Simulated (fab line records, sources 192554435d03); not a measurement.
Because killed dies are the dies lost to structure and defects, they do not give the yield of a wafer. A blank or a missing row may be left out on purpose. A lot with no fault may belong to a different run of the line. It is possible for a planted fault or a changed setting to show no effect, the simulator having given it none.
Lot-split experiment :: flow n5Finfet :: 7 lots, 21 wafers read, on a route of 1938 steps

ON THE SPLIT
At N5_BEOL_M7_DESCUM_33 (chemistry O2, time 7 s), the setting timeS was moved away from the recipe's 7 s on 7 of the 21 wafers read, by -15.3% to +13.8%. For the rest of the wafers, this setting stayed at what the recipe calls for.

Reading taken at the split's own step.

THE READING
CAR-EUV_of_BEOL_M7_COAT_22.thkNm (the simulator's own value, which no gauge read), in nm, at N5_BEOL_M7_DESCUM_33 (chemistry O2, time 7 s). There is no usual value for it anywhere in the file. The 14 wafers here that ran the recipe average 26.1 nm, standard deviation 0.096 nm.

wafer: L077.1
tool, chamber at the split: rieDiel-03, 1
timeS as run, s: 7
against the recipe: recipe
CAR-EUV_of_BEOL_M7_COAT_22.thkNm, nm: 26
against lot-mates on the recipe: -

wafer: L077.2
tool, chamber at the split: rieDiel-03, 3,0
timeS as run, s: 7
against the recipe: recipe
CAR-EUV_of_BEOL_M7_COAT_22.thkNm, nm: 26.2
against lot-mates on the recipe: -

wafer: L077.4
tool, chamber at the split: rieDiel-03, 3,0
timeS as run, s: 7
against the recipe: recipe
CAR-EUV_of_BEOL_M7_COAT_22.thkNm, nm: 26.2
against lot-mates on the recipe: -

wafer: L079.1
tool, chamber at the split: rieDiel-02, 3,0,1
timeS as run, s: 7
against the recipe: recipe
CAR-EUV_of_BEOL_M7_COAT_22.thkNm, nm: 26
against lot-mates on the recipe: -

wafer: L079.3
tool, chamber at the split: rieDiel-02, 3,0,1
timeS as run, s: 7
against the recipe: recipe
CAR-EUV_of_BEOL_M7_COAT_22.thkNm, nm: 26
against lot-mates on the recipe: -

wafer: L079.4
tool, chamber at the split: rieDiel-02, 3,0,1
timeS as run, s: 7
against the recipe: recipe
CAR-EUV_of_BEOL_M7_COAT_22.thkNm, nm: 26
against lot-mates on the recipe: -

wafer: L087.1
tool, chamber at the split: rieDiel-03, 0
timeS as run, s: 7.966
against the recipe: +13.8%
CAR-EUV_of_BEOL_M7_COAT_22.thkNm, nm: 25.6
against lot-mates on the recipe: -0.5

wafer: L087.2
tool, chamber at the split: rieDiel-03, 3
timeS as run, s: 7
against the recipe: recipe
CAR-EUV_of_BEOL_M7_COAT_22.thkNm, nm: 26
against lot-mates on the recipe: -

wafer: L087.4
tool, chamber at the split: rieDiel-03, 2
timeS as run, s: 7
against the recipe: recipe
CAR-EUV_of_BEOL_M7_COAT_22.thkNm, nm: 26.2
against lot-mates on the recipe: -

wafer: L089.2
tool, chamber at the split: rieDiel-02, 2
timeS as run, s: 6.511
against the recipe: -7.0%
CAR-EUV_of_BEOL_M7_COAT_22.thkNm, nm: 26.2
against lot-mates on the recipe: +0.2

wafer: L089.3
tool, chamber at the split: rieDiel-02, 1
timeS as run, s: 7
against the recipe: recipe
CAR-EUV_of_BEOL_M7_COAT_22.thkNm, nm: 26
against lot-mates on the recipe: -

wafer: L089.6
tool, chamber at the split: rieDiel-02, 0
timeS as run, s: 6.511
against the recipe: -7.0%
CAR-EUV_of_BEOL_M7_COAT_22.thkNm, nm: 26.4
against lot-mates on the recipe: +0.4

wafer: L093.3
tool, chamber at the split: rieDiel-03, 2
timeS as run, s: 7
against the recipe: recipe
CAR-EUV_of_BEOL_M7_COAT_22.thkNm, nm: 26
against lot-mates on the recipe: -

wafer: L093.5
tool, chamber at the split: rieDiel-03, 0
timeS as run, s: 5.932
against the recipe: -15.3%
CAR-EUV_of_BEOL_M7_COAT_22.thkNm, nm: 26.4
against lot-mates on the recipe: +0.4

wafer: L093.6
tool, chamber at the split: rieDiel-03, 1
timeS as run, s: 5.932
against the recipe: -15.3%
CAR-EUV_of_BEOL_M7_COAT_22.thkNm, nm: 26.6
against lot-mates on the recipe: +0.6

wafer: L092.2
tool, chamber at the split: rieDiel-03, 2,0
timeS as run, s: 7
against the recipe: recipe
CAR-EUV_of_BEOL_M7_COAT_22.thkNm, nm: 26
against lot-mates on the recipe: -

wafer: L092.5
tool, chamber at the split: rieDiel-03, 2,0
timeS as run, s: 7
against the recipe: recipe
CAR-EUV_of_BEOL_M7_COAT_22.thkNm, nm: 26
against lot-mates on the recipe: -

wafer: L092.4
tool, chamber at the split: rieDiel-03, 0
timeS as run, s: 7.574
against the recipe: +8.2%
CAR-EUV_of_BEOL_M7_COAT_22.thkNm, nm: 25.8
against lot-mates on the recipe: -0.2

wafer: L096.3
tool, chamber at the split: rieDiel-02, 2,0
timeS as run, s: 7
against the recipe: recipe
CAR-EUV_of_BEOL_M7_COAT_22.thkNm, nm: 26.2
against lot-mates on the recipe: -

wafer: L096.4
tool, chamber at the split: rieDiel-02, 2,0
timeS as run, s: 7
against the recipe: recipe
CAR-EUV_of_BEOL_M7_COAT_22.thkNm, nm: 26.2
against lot-mates on the recipe: -

wafer: L096.6
tool, chamber at the split: rieDiel-02, 3
timeS as run, s: 6.588
against the recipe: -5.9%
CAR-EUV_of_BEOL_M7_COAT_22.thkNm, nm: 26.2
against lot-mates on the recipe: +0.0
When a row names more than one chamber, that row covers several wafers, and the file does not tell which wafer ran in which chamber.

THE FIT
A straight line over all 21 wafers: CAR-EUV_of_BEOL_M7_COAT_22.thkNm changes by -0.0304 nm for each +1% of timeS; r = -0.90; the points scatter about the line by 0.096 nm.
The same after taking each lot's own level away (the mean of its wafers on the recipe; 21 wafers): -0.0328 nm for each +1%; r = -0.93; scatter 0.086 nm.
Per that fit: largest timeS move, reading shift of 0.5 nm.
The lots' own levels span 26.00 to 26.20 nm, that is 2.1 times the standard deviation above.
So the lot-to-lot level changes the slope little: the two slopes agree.
Check: for one of the wafers moved furthest among these (-15.3%), held out of the fit, the line's prediction against its lot-mates is +0.538 nm. It came out at +0.4 nm against them.

THESE WAFERS: OTHER SPLITS
These wafers also went through other splits before the reading. Each is held against what the fit with the lots' levels taken away leaves over:
other split on the same wafers: N5_BEOL_M4_ILD_DEP_00 timeS
wafers away from the commonest value: 8
r with CAR-EUV_of_BEOL_M7_COAT_22.thkNm (lot level and that fit taken away): +0.01

other split on the same wafers: N5_BEOL_M4_COAT_62 spinRpm
wafers away from the commonest value: 6
r with CAR-EUV_of_BEOL_M7_COAT_22.thkNm (lot level and that fit taken away): +0.20

other split on the same wafers: N5_BEOL_M4_TRENCH_ETCH_37 biasW
wafers away from the commonest value: 6
r with CAR-EUV_of_BEOL_M7_COAT_22.thkNm (lot level and that fit taken away): +0.28

other split on the same wafers: N5_BEOL_M5_COAT_74 spinRpm
wafers away from the commonest value: 6
r with CAR-EUV_of_BEOL_M7_COAT_22.thkNm (lot level and that fit taken away): +0.21

other split on the same wafers: N5_BEOL_M5_COAT_22 spinRpm
wafers away from the commonest value: 7
r with CAR-EUV_of_BEOL_M7_COAT_22.thkNm (lot level and that fit taken away): +0.25

other split on the same wafers: N5_BEOL_M6_ILD_DEP_00 timeS
wafers away from the commonest value: 8
r with CAR-EUV_of_BEOL_M7_COAT_22.thkNm (lot level and that fit taken away): -0.36

other split on the same wafers: N5_BEOL_M6_PECVD_70 timeS
wafers away from the commonest value: 7
r with CAR-EUV_of_BEOL_M7_COAT_22.thkNm (lot level and that fit taken away): +0.01

other split on the same wafers: N5_BEOL_M7_COAT_71 spinRpm
wafers away from the commonest value: 6
r with CAR-EUV_of_BEOL_M7_COAT_22.thkNm (lot level and that fit taken away): +0.00

THE FILE'S OWN FIT
CAR-EUV_of_BEOL_M7_COAT_22.thkNm changes by -0.0318 nm for each +1% of timeS, r = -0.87.
